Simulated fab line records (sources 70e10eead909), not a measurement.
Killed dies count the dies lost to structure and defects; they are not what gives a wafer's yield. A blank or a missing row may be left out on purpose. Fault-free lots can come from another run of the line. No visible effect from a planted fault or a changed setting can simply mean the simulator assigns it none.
Matching of chambers | flow nandHarc | 4 sister chambers for NHARC_A_CONTACT_DESCUM_74 on rieDiel-11
The step chemistry O2, time 3 s. 8 wafers are shown with their chamber, then 12 later ones without.

== EACH WAFER AND ITS CHAMBER ==
wafer  | chamber | drypumpMotorCurrentA (A) | showerheadPlenumPTorr (Torr)
L085.5 | 3       | 5.2                      | 1.98
L088.5 | 1       | 5.3                      | 1.89
L088.6 | 2       | 6.6                      | 1.77
L090.2 | 3       | 5.1                      | 1.98
L090.6 | 1       | 5.3                      | 1.88
L092.1 | 0       | 6.0                      | 1.87
L092.4 | 2       | 6.6                      | 1.77
L092.6 | 0       | 6.0                      | 1.87

== WAFERS MISSING THEIR CHAMBER ==
wafer  | drypumpMotorCurrentA (A) | showerheadPlenumPTorr (Torr)
L091.1 | 6.0                      | 1.87
L091.2 | 5.3                      | 1.88
L091.3 | 5.2                      | 1.98
L095.3 | 6.7                      | 1.77
L095.4 | 5.3                      | 1.88
L095.5 | 6.7                      | 1.77
L094.1 | 5.2                      | 1.98
L094.3 | 5.3                      | 1.88
L094.6 | 6.0                      | 1.87
L097.3 | 6.0                      | 1.87
L097.4 | 5.2                      | 1.98
L097.6 | 5.2                      | 1.98

== CHAMBER TAKEN BY EACH ==
wafer  | from the rows above | in truth
L091.1 | 0                   | 0
L091.2 | 1                   | 1
L091.3 | 3                   | 3
L095.3 | 2                   | 2
L095.4 | 1                   | 1
L095.5 | 2                   | 2
L094.1 | 3                   | 3
L094.3 | 1                   | 1
L094.6 | 0                   | 0
L097.3 | 0                   | 0
L097.4 | 3                   | 3
L097.6 | 3                   | 3
12 of 12 placed correctly. Number that these rows cannot place: 0. 0 placed wrongly.
How it was worked out, from the rows above alone: a wafer's distance from a chamber is the root of the sum, over the readings, of the square of ((its reading less the chamber's mean) divided by the reading's scatter). The wafer belongs to the nearest chamber; if the next one is less than 2 further off, it can't be placed. The mean given for a chamber averages the wafers shown for that chamber. How the scatter is found: for the shown wafers, subtract from each reading the mean of its chamber, square and add these, divide the total by (wafers less chambers), then take the root.
